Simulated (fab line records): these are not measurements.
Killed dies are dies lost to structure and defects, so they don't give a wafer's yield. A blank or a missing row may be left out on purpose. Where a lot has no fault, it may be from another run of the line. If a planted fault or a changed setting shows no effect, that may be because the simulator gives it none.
Matching of chambers -- flow n5_finfet -- 4 sister chambers for N5_BEOL_M13_ETCH_67 on rie_diel-03
The step etches SiARC in CF4, target depth 143 nm, time 238.3 s. 8 wafers are shown with their chamber, then 8 later ones without.

WAFERS, EACH WITH ITS CHAMBER
wafer,chamber,drypump_motor_current_A (A),throttle_valve_pct (%)
L075.1,0,6.6,15.47
L085.1,0,6.5,15.51
L085.4,1,4.7,15.80
L085.5,3,6.4,15.21
L090.4,2,5.2,15.89
L090.5,2,5.2,15.91
L090.6,1,4.7,15.81
L091.2,3,6.4,15.22

WAFERS WHOSE CHAMBER IS MISSING
wafer,drypump_motor_current_A (A),throttle_valve_pct (%)
L091.4,4.7,15.82
L091.6,5.2,15.90
L097.3,5.2,15.39
L097.4,4.7,15.83
L097.5,4.7,15.83
L094.1,6.5,15.55
L094.4,4.7,15.84
L094.5,6.4,15.26

WHICH CHAMBER EACH WENT THROUGH
wafer,from the rows above,in truth
L091.4,1,1
L091.6,2,2
L097.3,1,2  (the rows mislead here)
L097.4,1,1
L097.5,1,1
L094.1,0,0
L094.4,1,1
L094.5,3,3
Correctly placed: 7 of 8. Not placeable from these rows: 0. Placed wrongly: 1.
How it was worked out, from the rows above alone: a wafer's distance from a chamber is the root of the sum, over the readings, of the square of ((its reading less the chamber's mean) divided by the reading's scatter). If the next closest chamber is less than 2 further off than the closest, the wafer can't be placed; otherwise it belongs to the closest. Each chamber's mean is taken over the wafers shown for it. The scatter: take each reading less its chamber's mean, square it, sum over the shown wafers, divide by the number of wafers less the number of chambers, and take the root.
